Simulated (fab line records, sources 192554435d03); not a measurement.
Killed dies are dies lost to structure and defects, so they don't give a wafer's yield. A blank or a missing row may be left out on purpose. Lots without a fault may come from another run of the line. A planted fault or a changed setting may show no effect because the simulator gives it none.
fab line records | flow n5_finfet
record lots=11 wafers=32 last_day=18
route steps=1938 shown BEOL_M3@1000 PASSIVATION@1906
lots that met no fault: from a run of the same line without faults
start_h: hours from the record's first day to the start of the lot's first wafer shown | wait_h: hours since the lot's step before | " the same as in the row above | L1.1+2: a row that stands for several wafers | - no value, or no start given | * or withheld: withheld | < > ~ a bound
route shown NAME@n: a module of which the file shows steps, and the number in the route of the first | usual: mean/standard deviation of fault-free wafers | same: alike in all rows | chamber/n: place in a boat | sites: the reading at each site | _std_site: their standard deviation | _edge_site: outer sites' mean less inner sites' | radius_mm: how far each site lies from the wafer's centre | mask NAME#n: copy n | behind: the tool/chamber that last shaped the wafer | hold: why the lot was held/for how many hours/how that ended | device: the transistor (n, p or np) that didn't switch | end of line: the same wafers' tests at the end of the route | a step without rows: its recipe alone | killed: dies lost to structure and defects at the first sort, not the wafer's yield | map: a wafer's dies, x killed, . not, _ none there
set.NAME: the setting as run; set.NAME@STEP: as run at that earlier step | model.NAME: the simulator's own value behind a step, which no gauge read
steps of the route over a sample of lots; a table a step, a row a wafer
services: from which hour (start_h, from the record's first day; less than 0 if before it) a tool's chamber was out of use, for how many hours, and why
## steps
# step N5_BEOL_M3_SPUTTER_86
# recipe material=Cu target_thk_a=45 temp_c=-20 chamber_pressure_pa=0.07 power_w=withheld time_s=8.29
# usual throttle_valve_pct=29.6/1.3
# columns lot.wafer tool chamber start_h wait_h throttle_valve_pct
L789.4 pvd_sputter-03 - 152.37 0.1 30.4
L789.5 " - " " 28.1
L789.6 " - " " 30.3
L790.2 pvd_sputter-03 - 159.44 0.1 30.3
L790.4 " - " " 30.3
L790.6 " - " " 28.0
L792.1 pvd_sputter-01 - 174.83 0.1 28.3
L792.2 " - " " 29.8
L792.5 " - " " 29.8
L793.2 pvd_sputter-02 - 193.35 0.1 28.0
L793.6 " - " " 31.4
L796.2 pvd_sputter-03 - 209.44 0.1 27.6
L796.4 " - " " 30.5
L796.5 " - " " 31.0
L797.1 pvd_sputter-03 - 211.40 0.1 30.7
L797.3 " - " " 30.4
L797.5 " - " " 30.2
L801.3 pvd_sputter-03 - 228.06 0.1 27.9
L801.4 " - " " 30.8
L801.5 " - " " 30.8
L804.2 pvd_sputter-03 - 251.12 0.1 31.2
L804.3 " - " " 30.3
L804.5 " - " " 27.9
L805.3 pvd_sputter-01 - 264.68 0.1 29.9
L805.4 " - " " 28.5
L805.5 " - " " 28.4
L808.2 pvd_sputter-01 - 269.14 0.1 30.9
L808.3 " - " " 28.4
L808.4 " - " " 28.3
L810.2 pvd_sputter-01 - 285.99 0.1 30.9
L810.3 " - " " 28.4
L810.4 " - " " 28.2
# step N5_PASSIVATION_OVL_MEAS_63
# recipe points_per_wafer=44
# usual PAD_OVL=0/6.5
# same points_per_wafer=44
# columns lot.wafer tool chamber start_h wait_h PAD_OVL[nm]
L789.4 overlay-01 0 271.90 0.0 5
L789.5 " 0 " " -12
L789.6 " 0 " " 5
L790.2 overlay-02 0 275.46 0.0 5
L790.4 " 0 " " 0
L790.6 " 0 " " -4
L792.1 overlay-02 0 284.49 0.0 8
L792.2 " 0 " " 5
L792.5 " 0 " " 8
L793.2 overlay-01 0 316.79 0.0 -11
L793.6 " 0 " " -10
L797.1 overlay-01 0 320.32 0.0 -5
L797.3 " 0 " " 11
L797.5 " 0 " " -1
L796.2 overlay-02 0 336.91 0.0 -1
L796.4 " 0 " " 0
L796.5 " 0 " " 0
L801.3 overlay-02 0 351.30 0.0 -5
L801.4 " 0 " " -13
L801.5 " 0 " " -4
L804.2 overlay-02 0 356.06 0.0 1
L804.3 " 0 " " -7
L804.5 " 0 " " -3
L805.3 overlay-02 0 376.44 0.0 11
L805.4 " 0 " " -2
L805.5 " 0 " " 7
L808.2 overlay-02 0 395.44 0.0 -5
L808.3 " 0 " " -9
L808.4 " 0 " " 4
L810.2 overlay-02 0 417.00 0.0 3
L810.3 " 0 " " -5
L810.4 " 0 " " -1
# step N5_PASSIVATION_STRIP_34
# recipe chemistry=O2 power_w=600 temp_c=60 pressure_mtorr=30 rf_frequency_hz=6e+07 bias_power_w=0 overash_fraction=2 o2_flow_sccm=225
# usual drypump_motor_current_A=5.5/0.47 oes_product_au=0.76/0.05 rf_vpp_V=3.6/1.4 showerhead_plenum_p_Torr=2.07/0.064 temp_c=59.99/0.1 throttle_valve_pct=16.72/0.23
# columns lot.wafer tool chamber start_h wait_h drypump_motor_current_A oes_product_au rf_hours_counter_h rf_vpp_V showerhead_plenum_p_Torr temp_c throttle_valve_pct
L789.4 rie_diel-03 3 272.56 0.1 6.0 0.74 165 4.5 2.08 59.94 16.49
L789.5 " 2 " " 5.6 0.83 - 3.5 2.13 59.86 16.32
L789.6 " 3 " " 6.0 0.72 - 5.3 2.08 60.05 16.44
L790.2 rie_diel-02 0 276.12 0.1 5.4 0.70 189 2.2 2.07 59.82 16.81
L790.4 " 3 " " 5.4 0.73 179 3.6 2.19 59.78 16.85
L790.6 " 1 " " 5.0 0.82 - 4.7 2.03 60.09 16.71
L792.1 rie_diel-02 1 285.25 0.2 5.1 0.81 77 4.3 2.03 59.78 16.71
L792.2 " 3 " " 5.4 0.73 182 3.6 2.19 60.08 16.87
L792.5 " 3 " " 5.4 0.74 - 5.2 2.19 59.98 16.90
L793.2 rie_diel-03 3 317.94 0.1 6.0 0.74 178 3.3 2.08 60.11 16.47
L793.6 " 1 " " 6.1 0.83 - 3.5 2.12 60.11 16.58
L797.1 rie_diel-06 1 320.98 0.1 4.9 0.70 212 2.3 2.01 60.10 17.00
L797.3 " 2 " " 5.4 0.79 142 1.4 2.00 59.97 16.66
L797.5 " 3 " " 6.6 0.73 - 2.3 2.11 60.23 16.88
L796.2 rie_diel-02 0 337.84 0.4 5.4 0.70 210 3.0 2.06 59.91 16.85
L796.4 " 0 " " 5.4 0.68 - 1.9 2.06 60.05 16.80
L796.5 " 2 " " 5.1 0.82 - 3.0 2.03 59.98 16.90
L801.3 rie_diel-02 3 351.96 0.1 5.4 0.72 204 3.1 2.18 59.96 16.90
L801.4 " 2 " " 5.1 0.79 91 2.5 2.03 59.99 16.87
L801.5 " 3 " " 5.4 0.70 - 3.7 2.18 60.05 16.98
L804.2 rie_diel-06 0 356.72 0.1 6.3 0.77 97 4.2 2.02 60.22 16.70
L804.3 " 2 " " 5.4 0.74 155 2.1 2.00 59.87 16.67
L804.5 " 2 " " 5.5 0.76 - 3.8 2.00 60.06 16.70
L805.3 rie_diel-02 3 377.11 0.1 5.4 0.73 212 2.5 2.18 59.99 16.94
L805.4 " 2 " " 5.1 0.80 99 3.5 2.02 59.93 16.90
L805.5 " 3 " " 5.4 0.71 - 5.4 2.18 59.96 16.94
L808.2 rie_diel-02 3 396.10 0.1 5.4 0.72 220 3.4 2.18 59.92 16.99
L808.3 " 2 " " 5.1 0.80 107 5.0 2.02 59.91 16.93
L808.4 " 1 " " 5.0 0.77 118 3.6 2.01 59.90 16.74
L810.2 rie_diel-02 1 417.66 0.1 5.1 0.75 125 6.1 2.01 60.10 16.81
L810.3 " 3 " " 5.4 0.73 226 5.0 2.17 60.06 16.99
L810.4 " 2 " " 5.1 0.80 113 5.2 2.02 59.82 16.93
# step N5_PASSIVATION_PASS_ETCH_47
# recipe chemistry=CF4/O2 target=SiNx target_depth_a=7700 time_s=385 ion_energy_ev=100 pressure_mtorr=40 source_w=535 bias_w=49 Ar_flow_sccm=100 cf4_flow_sccm=100 O2_flow_sccm=10
# usual cf4_flow_sccm=100.0/0.31 drypump_motor_current_A=5.6/0.5 oes_product_au=0.76/0.047 rf_vpp_V=240/5.1 showerhead_plenum_p_Torr=2.19/0.06 throttle_valve_pct=15.90/0.23
# columns lot.wafer tool chamber start_h wait_h cf4_flow_sccm drypump_motor_current_A oes_product_au rf_hours_counter_h rf_vpp_V showerhead_plenum_p_Torr throttle_valve_pct
L789.4 rie_diel-03 3 273.86 0.0 100.2 6.0 0.73 165 237 2.19 15.67
L789.5 " 0 " " 99.7 5.5 0.80 - 245 2.30 15.40
L789.6 " 1 " " 100.2 6.1 0.84 - 249 2.25 15.71
L790.2 rie_diel-03 2 277.41 0.0 99.7 5.6 0.82 65 238 2.24 15.55
L790.4 " 3 " " 99.8 6.0 0.73 167 237 2.19 15.69
L790.6 " 3 " " 99.8 6.0 0.73 - 238 2.19 15.68
L792.1 rie_diel-06 0 286.43 0.0 99.9 6.2 0.82 73 236 2.15 16.00
L792.2 " 1 " " 100.2 4.8 0.72 200 248 2.10 16.06
L792.5 " 1 " " 100.4 4.8 0.71 - 249 2.10 16.06
L793.2 rie_diel-06 0 319.32 0.0 100.3 6.2 0.82 83 236 2.15 15.99
L793.6 " 1 " " 100.5 4.8 0.71 - 247 2.09 16.08
L797.1 rie_diel-03 0 322.15 0.0 99.9 5.5 0.78 122 245 2.29 15.43
L797.3 " 1 " " 99.9 6.1 0.82 91 249 2.24 15.74
L797.5 " 0 " " 99.9 5.4 0.78 - 245 2.29 15.43
L796.2 rie_diel-03 3 339.69 0.0 99.8 6.0 0.72 186 236 2.19 15.71
L796.4 " 1 " " 100.5 6.1 0.82 97 249 2.24 15.75
L796.5 " 3 " " 99.7 6.0 0.71 - 238 2.18 15.71
L801.3 rie_diel-03 2 353.12 0.0 99.8 5.6 0.79 90 238 2.23 15.59
L801.4 " 1 " " 100.1 6.1 0.81 101 250 2.24 15.75
L801.5 " 3 " " 99.6 6.0 0.71 - 238 2.18 15.72
L804.2 rie_diel-06 0 357.89 0.0 100.0 6.2 0.80 97 236 2.15 16.04
L804.3 " 3 " " 100.4 6.6 0.75 147 242 2.21 16.07
L804.5 " 0 " " 100.1 6.2 0.79 - 237 2.15 16.03
L805.3 rie_diel-06 0 378.44 0.0 100.4 6.2 0.79 103 236 2.14 16.03
L805.4 " 2 " " 99.7 5.4 0.76 159 241 2.13 16.03
L805.5 " 2 " " 100.0 5.4 0.76 - 241 2.13 16.02
L808.2 rie_diel-03 0 397.30 0.0 100.6 5.5 0.76 145 245 2.28 15.47
L808.3 " 1 " " 100.2 6.1 0.80 119 250 2.23 15.80
L808.4 " 2 " " 100.8 5.6 0.78 108 238 2.22 15.63
L810.2 rie_diel-02 2 418.86 0.0 99.8 5.1 0.79 114 231 2.13 16.08
L810.3 " 1 " " 100.1 5.0 0.75 125 240 2.14 16.05
L810.4 " 0 " " 99.7 5.4 0.67 239 240 2.18 16.26
# step N5_PASSIVATION_PROBE_49
# usual defect_limited_yield=91.0/1.5 killed_at_M0_to_M3=33/9.4 killed_at_M4_up=14/4.8 killed_at_contacts=13/7.3 killed_at_front_end=43/13 killed_at_other=3.6/2.9 killed_dies=106/18 killed_on_rim=14/4.2 killed_open=69/13 killed_short=35/8.2 sort_bin_5_function=5.3/1 sort_bin_6_memory=3.3/0.68 sort_bin_8_speed=0.01/0.027 sort_n_pass=1074/18 sort_yield_pct=91.0/1.5
# same gross_dies=1180 killed_at_back_side=0 sort_bin_4_leakage[%]=0
# columns lot.wafer tool chamber start_h wait_h defect_limited_yield[%] killed_at_M0_to_M3 killed_at_M4_up killed_at_contacts killed_at_front_end killed_at_other killed_dies killed_on_rim killed_open killed_short sort_bin_5_function[%] sort_bin_6_memory[%] sort_bin_8_speed[%] sort_n_pass sort_yield_pct[%]
L789.4 prober-02 - 277.23 0.4 91.2 20 11 25 45 3 104 14 67 37 5.3 3.0 0 1076 91.2
L789.5 prober-02 - 277.28 0.4 90.8 47 11 14 34 2 108 15 75 33 5.1 3.9 0 1072 90.8
L789.6 prober-02 - 277.33 0.5 91.2 50 10 8 36 0 104 14 66 36 5.1 3.3 0 1076 91.2
L790.2 prober-01 - 280.47 0.1 88.5 26 25 30 48 7 136 13 102 33 7.5 3.8 0 1044 88.5
L790.4 prober-01 - 280.57 0.2 90.3 23 13 33 43 2 114 18 76 37 5.8 3.4 0 1066 90.3
L790.6 prober-01 - 280.67 0.3 88.9 48 23 21 38 1 131 12 89 42 6.1 4.7 0 1049 88.9
L792.1 prober-01 - 289.43 0.0 93.2 18 16 5 31 10 80 11 56 24 4.3 2.2 0 1100 93.2
L792.2 prober-01 - 289.48 0.1 93.2 21 20 6 29 4 80 9 48 32 3.9 2.4 0 1100 93.2
L792.5 prober-01 - 289.63 0.2 92.1 35 14 14 28 2 93 11 58 33 4.4 3.2 0 1087 92.1
L793.2 prober-02 - 322.79 0.1 91.4 31 16 5 45 4 101 16 61 39 4.7 3.1 0 1079 91.4
L793.6 prober-02 - 322.99 0.3 92.6 13 7 8 58 1 87 15 57 28 4.1 3.3 0 1093 92.6
L797.1 prober-01 - 325.56 0.0 90.1 37 16 16 45 3 117 13 72 44 6.4 2.9 0 1063 90.1
L797.3 prober-01 - 325.66 0.1 91.0 35 13 7 46 5 106 19 68 38 5.1 3.6 0 1074 91.0
L797.5 prober-01 - 325.76 0.2 93.7 18 13 7 31 5 74 14 42 32 3.2 2.8 0 1106 93.7
L796.2 prober-02 - 343.15 0.1 90.6 42 10 26 26 7 111 17 69 39 6.0 2.9 0 1069 90.6
L796.4 prober-02 - 343.25 0.2 90.5 37 3 13 57 2 112 12 60 48 5.0 3.6 0 1068 90.5
L796.5 prober-02 - 343.30 0.2 92.4 25 2 19 36 8 90 9 46 42 4.0 2.8 0 1090 92.4
L801.3 prober-01 - 356.24 0.1 81.9 115 12 4 78 4 213 36 95 46 10.8 4.2 0 967 81.9
L801.4 prober-01 - 356.29 0.2 79.7 175 14 6 41 3 239 30 59 33 11.9 4.0 0 941 79.7
L801.5 prober-01 - 356.34 0.2 76.2 187 7 13 73 1 281 34 90 48 14.7 4.9 0 899 76.2
L804.2 prober-01 - 360.96 0.1 81.2 174 12 4 30 2 222 28 51 29 10.0 4.3 0 958 81.2
L804.3 prober-01 - 361.01 0.1 84.1 124 21 9 33 1 188 33 73 34 8.5 4.3 0 992 84.1
L804.5 prober-01 - 361.11 0.2 85.8 112 9 12 23 11 167 27 68 21 8.0 3.6 0 1013 85.8
L805.3 prober-02 - 381.59 0.1 91.5 37 14 6 41 2 100 5 59 38 4.7 3.6 0 1080 91.5
L805.4 prober-02 - 381.64 0.2 92.5 27 14 5 42 1 89 12 61 22 4.4 2.3 0 1091 92.5
L805.5 prober-02 - 381.69 0.2 89.5 52 16 15 41 0 124 23 82 41 6.1 4.2 0 1056 89.5
L808.2 prober-01 - 400.40 0.1 93.2 24 16 20 20 0 80 8 53 21 4.2 2.0 0 1100 93.2
L808.3 prober-01 - 400.45 0.1 91.7 27 16 27 26 2 98 8 69 26 4.4 3.3 0.08 1081 91.6
L808.4 prober-01 - 400.50 0.2 90.9 23 20 21 38 5 107 12 70 37 5.1 3.6 0 1073 90.9
L810.2 prober-01 - 421.97 0.1 92.4 24 16 20 29 1 90 12 60 28 5.2 2.3 0 1090 92.4
L810.3 prober-01 - 422.02 0.1 89.6 45 20 20 37 1 123 12 76 47 6.0 4.2 0 1057 89.6
L810.4 prober-01 - 422.07 0.2 88.6 52 17 16 46 4 135 16 81 49 6.4 4.4 0 1045 88.6
# killed by level:class
L789.4 MOL_CONTACT_COAG:geometric_particle:open=21 STI_FIN_REVEAL:geometric_particle:open=8 FIN_SAQP:geometric_particle:short=7 DUMMY_GATE:geometric_particle:open=7 FIN_SAQP:geometric_particle:open=6 BEOL_M0_SAQP:geometric_particle:short=6 GATE_CUT:geometric_particle:short=6 BEOL_M4:geometric_particle:open=5
L789.5 STI_FIN_REVEAL:geometric_particle:open=14 BEOL_M0:geometric_particle:short=13 MOL_CONTACT_COAG:geometric_particle:open=12 BEOL_M3:geometric_particle:open=12 BEOL_M2:geometric_particle:open=7 BEOL_M0_SAQP:geometric_particle:open=6 FIN_SAQP:geometric_particle:short=4 BEOL_M0_SAQP:geometric_particle:short=4
L789.6 STI_FIN_REVEAL:geometric_particle:open=18 BEOL_M0_SAQP:geometric_particle:short=12 BEOL_M2:geometric_particle:open=12 BEOL_M0:geometric_particle:open=9 MOL_CONTACT_COAG:geometric_particle:open=5 BEOL_M0_SAQP:geometric_particle:open=4 STARTING-WAFER:geometric_particle:short=3 DUMMY_GATE:geometric_particle:open=3
L790.2 MOL_CONTACT_COAG:geometric_particle:open=27 BEOL_M4:geometric_particle:open=17 FIN_SAQP:geometric_particle:open=14 STI_FIN_REVEAL:geometric_particle:open=12 BEOL_M0_SAQP:geometric_particle:short=9 BEOL_M0_SAQP:geometric_particle:open=8 FIN_SAQP:geometric_particle:short=6 STI_FIN_REVEAL:geometric_particle:short=6
L790.4 MOL_CONTACT_COAG:geometric_particle:open=24 FIN_SAQP:geometric_particle:open=12 STI_FIN_REVEAL:geometric_particle:open=9 MOL_CONTACT_COAG:geometric_particle:short=9 BEOL_M3:geometric_particle:open=6 FIN_SAQP:geometric_particle:short=5 BEOL_M4:geometric_particle:open=5 BEOL_M2:geometric_particle:short=4
L790.6 MOL_CONTACT_COAG:geometric_particle:open=19 BEOL_M4:geometric_particle:open=13 BEOL_M0_SAQP:geometric_particle:open=10 BEOL_M0_SAQP:geometric_particle:short=10 BEOL_M1:geometric_particle:open=9 FIN_SAQP:geometric_particle:short=7 BEOL_M3:geometric_particle:open=6 FIN_SAQP:geometric_particle:open=4
L792.1 BEOL_M4:geometric_particle:open=14 STI_FIN_REVEAL:geometric_particle:open=10 GATE_CUT:geometric_particle:short=7 MOL_CONTACT_COAG:geometric_particle:open=5 BEOL_M2:geometric_particle:open=5 BEOL_M3:geometric_particle:open=4 MIM_TOP_ETCH:geometric_particle:short=4 GATE_CUT:geometric_particle:open=3
L792.2 BEOL_M4:geometric_particle:open=7 STI_FIN_REVEAL:geometric_particle:open=6 GATE_CUT:geometric_particle:short=6 MOL_CONTACT_COAG:geometric_particle:short=5 BEOL_M2:geometric_particle:open=5 GATE_CUT:geometric_particle:open=4 BEOL_M1:geometric_particle:open=4 BEOL_M4:geometric_particle:short=4
L792.5 MOL_CONTACT_COAG:geometric_particle:open=11 BEOL_M1:geometric_particle:open=11 BEOL_M3:geometric_particle:open=6 BEOL_M1:geometric_particle:short=5 DUMMY_GATE:geometric_particle:open=4 GATE_CUT:geometric_particle:short=4 BEOL_M0_SAQP:geometric_particle:short=4 BEOL_M2:geometric_particle:open=4
L793.2 STI_FIN_REVEAL:geometric_particle:open=13 BEOL_M0_SAQP:geometric_particle:short=12 BEOL_M3:geometric_particle:open=9 FIN_SAQP:geometric_particle:open=8 BEOL_M4:geometric_particle:open=6 GATE_CUT:geometric_particle:short=5 BEOL_M5:geometric_particle:open=4 STARTING-WAFER:geometric_particle:short=4
L793.6 STI_FIN_REVEAL:geometric_particle:open=23 STI_FIN_REVEAL:geometric_particle:short=8 FIN_SAQP:geometric_particle:short=7 MOL_CONTACT_COAG:geometric_particle:open=7 BEOL_M0_SAQP:geometric_particle:open=6 FIN_SAQP:geometric_particle:open=4 GATE_CUT:geometric_particle:short=4 ILD0:geometric_particle:short=3
L797.1 BEOL_M2:geometric_particle:open=20 FIN_SAQP:geometric_particle:short=12 STI_FIN_REVEAL:geometric_particle:open=9 MOL_CONTACT_COAG:geometric_particle:open=9 BEOL_M4:geometric_particle:open=8 FIN_SAQP:geometric_particle:open=7 MOL_CONTACT_COAG:geometric_particle:short=7 BEOL_M0_SAQP:geometric_particle:short=6
L797.3 STI_FIN_REVEAL:geometric_particle:open=11 FIN_SAQP:geometric_particle:short=9 BEOL_M0_SAQP:geometric_particle:short=8 DUMMY_GATE:geometric_particle:open=7 BEOL_M0_SAQP:geometric_particle:open=7 BEOL_M3:geometric_particle:short=7 BEOL_M4:geometric_particle:open=7 BEOL_M3:geometric_particle:open=6
L797.5 FIN_SAQP:geometric_particle:short=9 BEOL_M4:geometric_particle:open=6 GATE_CUT:geometric_particle:short=6 BEOL_M2:geometric_particle:open=6 STI_FIN_REVEAL:geometric_particle:open=5 FIN_SAQP:geometric_particle:open=4 MOL_CONTACT_COAG:geometric_particle:short=4 MOL_CONTACT_COAG:geometric_particle:open=3
L796.2 MOL_CONTACT_COAG:geometric_particle:open=16 BEOL_M0_SAQP:geometric_particle:open=14 MOL_CONTACT_COAG:geometric_particle:short=10 FIN_SAQP:geometric_particle:open=8 FIN_SAQP:geometric_particle:short=7 BEOL_M1:geometric_particle:open=6 BEOL_M0:geometric_particle:short=6 BEOL_M3:geometric_particle:open=5
L796.4 STI_FIN_REVEAL:geometric_particle:open=14 FIN_SAQP:geometric_particle:short=11 MOL_CONTACT_COAG:geometric_particle:open=10 FIN_SAQP:geometric_particle:open=9 BEOL_M1:geometric_particle:open=9 BEOL_M0_SAQP:geometric_particle:short=9 BEOL_M0_SAQP:geometric_particle:open=7 BEOL_M0:geometric_particle:short=7
L796.5 MOL_CONTACT_COAG:geometric_particle:open=14 STI_FIN_REVEAL:geometric_particle:open=12 BEOL_M0:geometric_particle:short=9 MOL_CONTACT_COAG:geometric_particle:short=5 BEOL_M1:geometric_particle:open=5 SPACER0:geometric_particle:short=4 FIN_SAQP:geometric_particle:short=3 FIN_SAQP:geometric_particle:open=3
L801.3 BEOL_M3:unspecified=72 FIN_SAQP:geometric_particle:open=29 STI_FIN_REVEAL:geometric_particle:open=15 FIN_SAQP:geometric_particle:short=14 BEOL_M0_SAQP:geometric_particle:short=10 BEOL_M3:geometric_particle:open=9 DUMMY_GATE:geometric_particle:open=7 BEOL_M1:geometric_particle:open=6
L801.4 BEOL_M3:unspecified=145 FIN_SAQP:geometric_particle:open=8 BEOL_M2:geometric_particle:open=8 FIN_SAQP:geometric_particle:short=5 MOL_CONTACT_COAG:geometric_particle:open=5 BEOL_M4:geometric_particle:open=5 STARTING-WAFER:geometric_particle:short=4 BEOL_M2:geometric_particle:short=4
L801.5 BEOL_M3:unspecified=142 FIN_SAQP:geometric_particle:open=21 STI_FIN_REVEAL:geometric_particle:open=13 FIN_SAQP:geometric_particle:short=12 MOL_CONTACT_COAG:geometric_particle:open=11 BEOL_M0_SAQP:geometric_particle:short=10 BEOL_M3:geometric_particle:open=9 BEOL_M0_SAQP:geometric_particle:open=7
L804.2 BEOL_M3:unspecified=138 BEOL_M3:geometric_particle:open=12 STI_FIN_REVEAL:geometric_particle:open=10 BEOL_M1:geometric_particle:open=7 BEOL_M0_SAQP:geometric_particle:short=6 GATE_CUT:geometric_particle:short=3 BEOL_M0_SAQP:geometric_particle:open=3 BEOL_M1:geometric_particle:short=3
L804.3 BEOL_M3:unspecified=77 BEOL_M0_SAQP:geometric_particle:open=13 BEOL_M1:geometric_particle:open=9 BEOL_M2:geometric_particle:open=7 FIN_SAQP:geometric_particle:short=6 GATE_CUT:geometric_particle:short=6 MOL_CONTACT_COAG:geometric_particle:open=6 BEOL_M0_SAQP:geometric_particle:short=6
L804.5 BEOL_M3:unspecified=75 BEOL_M3:geometric_particle:open=18 MOL_CONTACT_COAG:geometric_particle:open=11 STI_FIN_REVEAL:geometric_particle:open=7 BEOL_M1:geometric_particle:open=6 FIN_SAQP:geometric_particle:open=5 BEOL_M2:geometric_particle:open=4 MIM_TOP_ETCH:geometric_particle:open=4
L805.3 STI_FIN_REVEAL:geometric_particle:open=14 FIN_SAQP:geometric_particle:short=10 FIN_SAQP:geometric_particle:open=7 BEOL_M0_SAQP:geometric_particle:open=7 BEOL_M0_SAQP:geometric_particle:short=6 BEOL_M3:geometric_particle:short=6 BEOL_M4:geometric_particle:open=6 BEOL_M2:geometric_particle:open=5
L805.4 STI_FIN_REVEAL:geometric_particle:open=12 BEOL_M2:geometric_particle:open=8 BEOL_M0_SAQP:geometric_particle:open=7 FIN_SAQP:geometric_particle:short=6 DUMMY_GATE:geometric_particle:open=5 MOL_CONTACT_COAG:geometric_particle:open=5 BEOL_M8:geometric_particle:open=5 HKMG_FIN:area_etch=5
L805.5 BEOL_M0_SAQP:geometric_particle:open=15 MOL_CONTACT_COAG:geometric_particle:open=13 BEOL_M0_SAQP:geometric_particle:short=12 DUMMY_GATE:geometric_particle:open=9 BEOL_M2:geometric_particle:open=8 BEOL_M3:geometric_particle:open=8 FIN_SAQP:geometric_particle:short=7 STI_FIN_REVEAL:geometric_particle:open=6
L808.2 MOL_CONTACT_COAG:geometric_particle:open=17 BEOL_M2:geometric_particle:open=10 BEOL_M4:geometric_particle:short=6 HKMG_FIN:area_etch=5 FIN_SAQP:geometric_particle:open=4 BEOL_M3:geometric_particle:open=4 MOL_CONTACT_COAG:geometric_particle:short=3 BEOL_M0_SAQP:geometric_particle:short=3
L808.3 MOL_CONTACT_COAG:geometric_particle:open=23 FIN_SAQP:geometric_particle:open=8 BEOL_M4:geometric_particle:open=8 BEOL_M3:geometric_particle:open=7 BEOL_M2:geometric_particle:open=6 MOL_CONTACT_COAG:geometric_particle:short=4 BEOL_M1:geometric_particle:open=4 BEOL_M4:geometric_particle:short=4
L808.4 MOL_CONTACT_COAG:geometric_particle:open=17 FIN_SAQP:geometric_particle:open=12 FIN_SAQP:geometric_particle:short=9 BEOL_M4:geometric_particle:open=9 BEOL_M3:geometric_particle:open=6 BEOL_M0_SAQP:geometric_particle:short=5 MOL_CONTACT_COAG:geometric_particle:short=4 BEOL_M0_SAQP:geometric_particle:open=4
L810.2 MOL_CONTACT_COAG:geometric_particle:open=17 BEOL_M0_SAQP:geometric_particle:short=11 BEOL_M4:geometric_particle:open=10 FIN_SAQP:geometric_particle:open=5 DUMMY_GATE:geometric_particle:open=5 BEOL_M0_SAQP:geometric_particle:open=5 GATE_CUT:geometric_particle:short=4 BEOL_M3:geometric_particle:open=4
L810.3 MOL_CONTACT_COAG:geometric_particle:open=12 FIN_SAQP:geometric_particle:open=11 BEOL_M4:geometric_particle:open=11 BEOL_M1:geometric_particle:open=9 BEOL_M0_SAQP:geometric_particle:open=9 FIN_SAQP:geometric_particle:short=8 MOL_CONTACT_COAG:geometric_particle:short=8 BEOL_M0:geometric_particle:short=8
L810.4 BEOL_M0_SAQP:geometric_particle:short=21 MOL_CONTACT_COAG:geometric_particle:open=16 FIN_SAQP:geometric_particle:short=15 BEOL_M0_SAQP:geometric_particle:open=12 FIN_SAQP:geometric_particle:open=10 BEOL_M2:geometric_particle:open=9 BEOL_M4:geometric_particle:open=7 DUMMY_GATE:geometric_particle:open=6
## services
# columns tool chamber start_h hours kind
rie_diel-06 0 131.05 5.5 repair
pvd_sputter-03 - 137.72 2.9 repair
rie_diel-06 0 162.38 3.7 repair
rie_diel-02 1 162.82 3.1 repair
pvd_sputter-03 - 164.10 7.1 repair
rie_diel-06 3 237.05 5.0 repair
pvd_sputter-02 - 288.76 8.9 repair
rie_diel-03 3 307.60 7.1 repair
pvd_sputter-01 - 326.48 1.0 repair
rie_diel-02 3 335.50 4.8 repair
rie_diel-06 2 362.62 4.0 repair
pvd_sputter-01 - 367.91 3.0 repair
rie_diel-03 0 379.04 8.9 repair
rie_diel-06 2 415.57 3.7 repair
## key
first_sign step=N5_PASSIVATION_PROBE_49 reading=killed_at_M0_to_M3 direction=up sigmas=12 usual=33 struck=148
effect step=N5_PASSIVATION_PROBE_49 reading=killed_dies direction=up sigmas=6.2 usual=106 struck=218
more_kills_born_at N5_BEOL_M3_SPUTTER_86@pvd_sputter-03=649
met_at N5_BEOL_M3_SPUTTER_86
struck_lots L801,L804
not_acting_at N5_PASSIVATION_OVL_MEAS_63,N5_PASSIVATION_STRIP_34,N5_PASSIVATION_PASS_ETCH_47
onset_between 211.40 228.06
fault kind=chamber_particle_source tool=pvd_sputter-03 chamber=- onset_h=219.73 steps=N5_BEOL_M3_SPUTTER_86 rate_per_visit_cm2=1.8458 end_h=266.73
